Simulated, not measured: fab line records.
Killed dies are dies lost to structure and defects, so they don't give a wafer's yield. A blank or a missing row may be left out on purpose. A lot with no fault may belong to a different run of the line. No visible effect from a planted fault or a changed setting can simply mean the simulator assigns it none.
The tool behind it: which one?    flow nandHarc    13 lots with 39 wafers sampled at 5 steps, on a route of 1159 steps

## WHAT THE GAUGES SHOWED, per wafer
NHARC_P_M1_CD_MEAS_16.
lot   measured      on        cdNm (nm)
L868  day 6 21:03   cdSem-03  130.8 131.4 130.6
L869  day 6 22:02   cdSem-01  130.2 129.5 131.1
L871  day 6 22:19   cdSem-02  128.2 130.0 130.2
L872  day 7 03:45   cdSem-01  131.1 131.1 130.2
L873  day 7 08:37   cdSem-03  131.5 131.1 129.8
L874  day 7 13:30   cdSem-02  130.6 131.8 131.9
L875  day 7 14:56   cdSem-01  130.5 130.7 130.4
L877  day 8 23:04   cdSem-02  129.0 129.6 130.4
L886  day 10 14:03  cdSem-03  130.7 129.8 129.6
L887  day 10 21:13  cdSem-03  130.6 129.8 130.6
L888  day 10 21:43  cdSem-02  130.1 130.6 129.7
L889  day 11 15:37  cdSem-02  130.6 129.3 129.6
L891  day 11 22:59  cdSem-01  130.9 131.2 130.0

NHARC_P_M1_THK_MEAS_24: measures by xrf.
lot   measured      on            thkNm (nm)
L868  day 6 23:11   filmMetro-01  156.7 157.4 159.2
L869  day 7 00:08   filmMetro-01  159.2 158.2 159.1
L871  day 7 00:27   filmMetro-02  154.6 157.7 158.2
L872  day 7 06:11   filmMetro-02  156.5 160.7 160.7
L873  day 7 10:44   filmMetro-01  158.4 159.5 158.7
L874  day 7 15:43   filmMetro-02  158.9 157.0 158.2
L875  day 7 17:02   filmMetro-02  158.9 156.1 158.0
L877  day 9 01:11   filmMetro-02  159.1 160.6 158.5
L886  day 10 16:10  filmMetro-01  157.4 156.0 158.9
L887  day 10 23:23  filmMetro-02  156.3 158.3 156.9
L888  day 10 23:50  filmMetro-01  155.2 157.7 158.3
L889  day 11 17:44  filmMetro-02  159.1 155.4 159.5
L891  day 12 01:07  filmMetro-02  159.1 157.8 159.5

NHARC_END_SORT_01.
lot   measured      on         defectLimitedYield (%)  killedAtArray  killedAtOther  killedAtPeriphery  killedDies   killedOpen  killedShort  sort_bin_2_pct (%)  sort_bin_3_pct (%)  sort_bin_4_pct (%)  sortNPass    sortRimYieldPct (%)  sortYieldPct (%)
L868  day 20 11:44  prober-02  97.5 96.6 96.6          14 20 17       0 0 1          3 3 5              17 23 23     3 5 2       1 5 1        1.0 1.0 0.7         0.15 0.44 0.15      1.3 1.9 2.5         660 654 654  95 98 100            97.5 96.6 96.6
L869  day 20 20:20  prober-02  93.5 94.1 93.4          36 38 41       1 0 0          7 2 4              44 40 45     6 3 2       3 1 1        2.1 1.9 2.2         0.30 0.44 0.30      4.1 3.5 4.1         633 637 632  94 94 97             93.5 94.1 93.4
L871  day 21 10:09  prober-01  95.6 93.5 96.3          29 40 23       0 0 0          1 4 2              30 44 25     3 4 4       0 4 1        1.6 1.9 0.9         0.30 0.59 0.30      2.5 4.0 2.5         647 633 652  98 93 95             95.6 93.5 96.3
L872  day 21 10:19  prober-02  96.5 94.7 95.6          20 30 26       0 1 0          4 5 4              24 36 30     3 4 4       4 4 3        0.9 1.5 1.9         0 0.44 0            2.7 3.4 2.5         653 641 647  92 98 95             96.5 94.7 95.6
L873  day 21 02:19  prober-01  96.3 95.9 93.2          23 23 37       0 0 0          2 5 9              25 28 46     2 3 6       1 1 0        0.7 1.3 1.2         0.59 0.59 0.44      2.4 2.2 5.2         652 649 631  99 90 96             96.3 95.9 93.2
L874  day 21 18:05  prober-01  95.4 94.4 95.4          24 35 26       3 2 1          4 1 4              31 38 31     5 2 6       0 4 4        1.9 1.6 1.2         0.15 0.44 0.15      2.5 3.5 3.2         646 639 646  89 94 94             95.4 94.4 95.4
L875  day 21 02:30  prober-02  0 0 0                   15 26 23       0 0 1          662 651 653        677 677 677  4 2 2       0 1 0        98.2 97.2 97.3      0.15 0.44 0.30      1.6 2.4 2.4         0 0 0        0 0 0                0 0 0
L877  day 22 09:40  prober-01  0 0 0                   13 8 22        0 0 0          664 669 655        677 677 677  2 2 4       2 0 3        97.5 99.0 96.8      0.44 0 0.74         2.1 1.0 2.5         0 0 0        0 0 0                0 0 0
L886  day 24 09:04  prober-02  0 0 0                   32 38 46       0 0 0          645 639 631        677 677 677  2 5 3       3 1 2        96.2 95.0 95.1      0.15 0.30 0.44      3.7 4.7 4.4         0 0 0        0 0 0                0 0 0
L887  day 24 14:30  prober-02  92.9 95.3 94.8          47 29 32       0 2 2          1 1 1              48 32 35     3 3 2       1 2 3        2.5 1.5 1.6         0.30 0.44 0.30      4.3 2.8 3.2         629 645 642  96 94 99             92.9 95.3 94.8
L888  day 24 16:58  prober-01  94.4 94.1 94.2          37 39 35       0 0 0          1 1 4              38 40 39     4 7 6       3 2 3        2.7 2.1 1.6         0.15 0.44 0.59      2.8 3.4 3.5         639 637 638  93 99 93             94.4 94.1 94.2
L889  day 24 22:14  prober-02  93.6 92.9 96.2          41 43 25       0 2 0          2 3 1              43 48 26     3 2 2       2 2 1        1.2 2.1 1.5         0.44 0 0.44         4.7 5.0 1.9         634 629 651  91 90 90             93.6 92.9 96.2
L891  day 25 08:32  prober-02  94.1 91.1 94.1          34 53 34       2 4 2          4 3 4              40 60 40     5 6 6       3 3 3        2.5 3.4 1.9         0.30 0.74 0.74      3.1 4.7 3.2         637 617 637  89 93 88             94.1 91.1 94.1

## WHICH TOOL RAN EACH LOT (tool, then ch and the chambers of the sampled wafers, then the start)
lot   NHARC_P_M1_PVD_20                       NHARC_P_M2_DEP_00
L868  pvdSputter-03, day 6 23:11 or earlier   pecvd-02 ch 1,2, day 6 23:56
L869  pvdSputter-01, day 7 00:08 or earlier   pecvd-02 ch 0,2, day 7 00:57
L871  pvdSputter-02, day 7 00:27 or earlier   pecvd-04 ch 0,1,2, day 7 01:22
L872  pvdSputter-01, day 7 06:11 or earlier   pecvd-02 ch 1,2, day 7 06:55
L873  pvdSputter-03, day 7 10:44 or earlier   pecvd-04 ch 0,1, day 7 11:31
L874  pvdSputter-03, day 7 15:43 or earlier   pecvd-01 ch 0,2, day 7 16:25
L875  pvdSputter-02, day 7 17:02 or earlier   pecvd-01 ch 0,1,2, day 7 17:44
L877  pvdSputter-02, day 9 01:11 or earlier   pecvd-02 ch 0,1,2, day 9 01:55
L886  pvdSputter-02, day 10 16:10 or earlier  pecvd-02 ch 0,1,2, day 10 17:00
L887  pvdSputter-03, day 10 23:23 or earlier  pecvd-04 ch 0,2, day 11 00:23
L888  pvdSputter-02, day 10 23:50 or earlier  pecvd-02 ch 0,1,2, day 11 00:55
L889  pvdSputter-03, day 11 17:44 or earlier  pecvd-02 ch 1,2, day 11 18:29
L891  pvdSputter-02, day 12 01:07 or earlier  pecvd-02 ch 0,2, day 12 01:49
- NHARC_P_M1_PVD_20: deposits TaN, target thk 5 nm, time 8.06 s.
- NHARC_P_M2_DEP_00: deposits SiOC, target thk 182.5 nm.

## AS READ BY THE TOOLS THEMSELVES (means over the sampled wafers that have a number; for cases with no such wafer, the mark the record gives instead)
NHARC_P_M1_PVD_20.
lot   tool           throttleValvePct (%)
L868  pvdSputter-03  30.4
L869  pvdSputter-01  30.1
L871  pvdSputter-02  29.5
L872  pvdSputter-01  30.3
L873  pvdSputter-03  30.4
L874  pvdSputter-03  29.9
L875  pvdSputter-02  29.4
L877  pvdSputter-02  29.8
L886  pvdSputter-02  30.3
L887  pvdSputter-03  30.5
L888  pvdSputter-02  29.8
L889  pvdSputter-03  29.9
L891  pvdSputter-02  30.4

NHARC_P_M2_DEP_00.
lot   tool      rfFwdPowerW (W)
L868  pecvd-02  599.3
L869  pecvd-02  598.4
L871  pecvd-04  596.8
L872  pecvd-02  596.8
L873  pecvd-04  597.5
L874  pecvd-01  598.6
L875  pecvd-01  599.2
L877  pecvd-02  599.8
L886  pecvd-02  599.5
L887  pecvd-04  598.4
L888  pecvd-02  598.4
L889  pecvd-02  600.1
L891  pecvd-02  598.5

## THE ANSWER, worked out from the rows above alone
Rule: what is usual is taken from the lots themselves. Put in order of their means at a reading, lots are off if they are a third of the lots or fewer, leave a main group of 4 or more, and stand apart from it by a gap of 3 or more times the standard deviation of the main group's means; of several such gaps the widest counts. Not used: any main group whose means are identical at the precision the tables above print for the reading. A lot without any number at a reading at which 4 lots or more have one is off too. Where the step has rows for the other lots, those lots are counted as sound. The gauges are gone through in route order, then the tools' own readings, and for those a lot's mean is taken as printed above. The first step at which some lot is off is used, and at that step the reading that is off furthest; a lot without a number counts as furthest.
Off, at NHARC_END_SORT_01 on killedAtPeriphery: L875, L877, L886. The main group has a mean of 3.2 with a standard deviation of 1.3.
A tool fits if, at a process step before that reading, it ran every lot that is off, and no sound lot after the first of them. Gauges at NHARC_END_SORT_01: tried the same way as those tools. NHARC_P_M1_PVD_20 gives no start for some lots, so the hours and the order of its lots are those of NHARC_P_M1_THK_MEAS_24. Not one of the candidates tried fits.

## WHAT THE SIMULATOR PUT IN
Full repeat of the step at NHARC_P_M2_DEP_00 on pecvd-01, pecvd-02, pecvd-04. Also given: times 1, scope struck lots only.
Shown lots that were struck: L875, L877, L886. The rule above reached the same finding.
